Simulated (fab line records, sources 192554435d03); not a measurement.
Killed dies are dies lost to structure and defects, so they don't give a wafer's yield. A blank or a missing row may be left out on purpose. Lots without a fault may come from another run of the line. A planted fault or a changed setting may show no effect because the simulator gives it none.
Which tool did it? | flow n5_finfet | 6 lots, 16 wafers sampled, at 5 steps of a route of 1938

WHAT THE GAUGES READ, wafer by wafer
N5_BEOL_M4_RC_MEAS_101.
lot  | measured     | on        | DIBL_N (mV/V)
L241 | day 8 04:13  | prober-01 | 32.7 35.3
L243 | day 9 08:10  | prober-01 | 33.3 34.5 34.5
L252 | day 11 02:11 | prober-01 | 37.0 36.2 37.1
L254 | day 12 11:51 | prober-01 | 39.2 36.6 36.7
L260 | day 13 12:34 | prober-02 | 34.3 34.5
L262 | day 13 21:29 | prober-02 | 36.5 35.6 36.0

WHICH TOOL RAN EACH LOT (tool, then ch and the chambers of the sampled wafers, then the start)
lot  | N5_BEOL_M1_SURFACE_TREAT_85  | N5_BEOL_M1_SPUTTER_79        | N5_BEOL_M1_ANNEAL_87         | N5_BEOL_M1_SPUTTER_90
L241 | pvd_sputter-02, day 6 19:28  | pvd_sputter-02, day 6 21:34  | pvd_sputter-02, day 6 22:05  | pvd_sputter-02, day 6 22:27
L243 | pvd_sputter-03, day 7 09:00  | pvd_sputter-01, day 7 09:26  | pvd_sputter-01, day 7 09:58  | pvd_sputter-01, day 7 10:19
L252 | pvd_sputter-02, day 9 17:14  | pvd_sputter-02, day 9 17:40  | pvd_sputter-02, day 9 18:11  | pvd_sputter-02, day 9 18:33
L254 | pvd_sputter-02, day 10 10:12 | pvd_sputter-03, day 10 10:46 | pvd_sputter-03, day 10 11:17 | pvd_sputter-03, day 10 11:39
L260 | pvd_sputter-01, day 11 19:34 | pvd_sputter-03, day 11 20:04 | pvd_sputter-03, day 11 20:35 | pvd_sputter-03, day 11 20:57
L262 | pvd_sputter-01, day 11 22:41 | pvd_sputter-02, day 12 00:34 | pvd_sputter-02, day 12 01:05 | pvd_sputter-02, day 12 01:27
- N5_BEOL_M1_SURFACE_TREAT_85
- N5_BEOL_M1_SPUTTER_79: material Cu, target thk 4.5 nm, time 8.29 s.
- N5_BEOL_M1_ANNEAL_87: time 240 s.
- N5_BEOL_M1_SPUTTER_90: material Cu, target thk 4.5 nm, time 8.29 s.

THE ANSWER, worked out from the rows above alone
Rule: what is usual is taken from the lots themselves. Put in order of their means at a reading, lots are off if they are a third of the lots or fewer, leave a main group of 4 or more, and stand apart from it by a gap of 3 or more times the standard deviation of the main group's means; of several such gaps the widest counts. A main group whose means are all the same, to the digits that the tables above print for the reading, isn't used. A lot without any number at a reading at which 4 lots or more have one is off too. The other lots that the step has rows for count as sound.
No lot is off at any reading shown: from this, nothing can be told.

WHAT THE SIMULATOR HAD PUT IN
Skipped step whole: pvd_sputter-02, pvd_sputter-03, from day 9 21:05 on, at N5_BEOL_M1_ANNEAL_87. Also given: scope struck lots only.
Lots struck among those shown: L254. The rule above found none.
